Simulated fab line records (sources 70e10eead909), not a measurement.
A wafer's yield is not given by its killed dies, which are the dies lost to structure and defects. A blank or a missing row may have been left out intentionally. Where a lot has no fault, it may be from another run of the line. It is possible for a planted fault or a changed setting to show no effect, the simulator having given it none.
Chamber matching -- flow nand-harc -- 4 sister chambers for NHARC_A_WL_FILL_ALD_00 on ald-hk-04
The step deposits Al2O3, target thk 3 nm, pulse time 3 s, ald cycles 30. 30 wafers are shown with their chamber, then 12 later ones without.

## WAFERS WITH THEIR CHAMBER
wafer,chamber,heater-power-w (W),precursor-pulse-height-rel
L076.1,1,453,0.996
L076.5,2,419,1.011
L076.6,1,440,0.977
L075.1,0,474,0.974
L075.2,2,417,1.024
L075.4,3,461,1.027
L078.3,2,420,0.980
L078.4,0,484,0.989
L078.5,1,446,0.988
L080.1,3,454,1.029
L080.5,0,460,0.988
L080.6,1,449,1.023
L083.2,3,454,0.989
L083.3,1,440,0.988
L083.5,1,456,1.006
L085.2,1,450,1.017
L085.3,2,416,1.027
L085.6,2,410,0.996
L088.3,1,443,0.979
L088.5,3,450,0.995
L088.6,2,418,1.011
L086.1,2,423,0.971
L086.5,1,457,1.031
L086.6,2,416,1.001
L089.1,1,451,1.003
L089.3,2,412,0.981
L089.6,2,407,1.009
L090.1,0,456,0.994
L090.2,2,414,0.993
L090.6,1,453,0.993

SIGNATURES, as means of the wafers listed above
reading,chamber 0,chamber 1,chamber 2,chamber 3,scatter within a chamber
heater-power-w,468.50,448.91,415.64,454.75,6.6
precursor-pulse-height-rel,0.98625,1.00009,1.00036,1.01000,0.0175
Rule: a wafer's distance from a chamber is the root of the sum, over the readings, of the square of ((its reading less the chamber's mean) divided by the reading's scatter). The wafer belongs to the nearest chamber; if the next one is less than 2 further off, it can't be placed. How the scatter is found: for the shown wafers, subtract from each reading the mean of its chamber, square and add these, divide the total by (wafers less chambers), then take the root.

## WAFERS WITH NO CHAMBER GIVEN
wafer,heater-power-w (W),precursor-pulse-height-rel
L091.1,465,0.977
L091.3,461,0.994
L091.4,440,0.996
L093.4,422,0.984
L093.5,438,0.988
L093.6,464,1.025
L094.3,476,1.027
L094.4,447,1.003
L094.5,451,0.984
L096.3,449,0.979
L096.5,402,1.022
L096.6,454,1.007

## EACH ONE'S CHAMBER
wafer,from the rows above,in truth
L091.1,can't be placed: 0 or 3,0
L091.3,can't be placed: 0 or 3 or 1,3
L091.4,can't be placed: 1 or 3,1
L093.4,2,2
L093.5,can't be placed: 1 or 3 or 2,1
L093.6,can't be placed: 3 or 0 or 1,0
L094.3,can't be placed: 0 or 3 or 1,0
L094.4,can't be placed: 1 or 3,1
L094.5,can't be placed: 1 or 3 or 0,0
L096.3,can't be placed: 1 or 3 or 0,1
L096.5,2,2
L096.6,can't be placed: 3 or 1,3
Placed correctly: 2 of 12. From these rows, 10 cannot be placed; in 10 the true chamber is one of the candidates. Wrongly placed: 0.
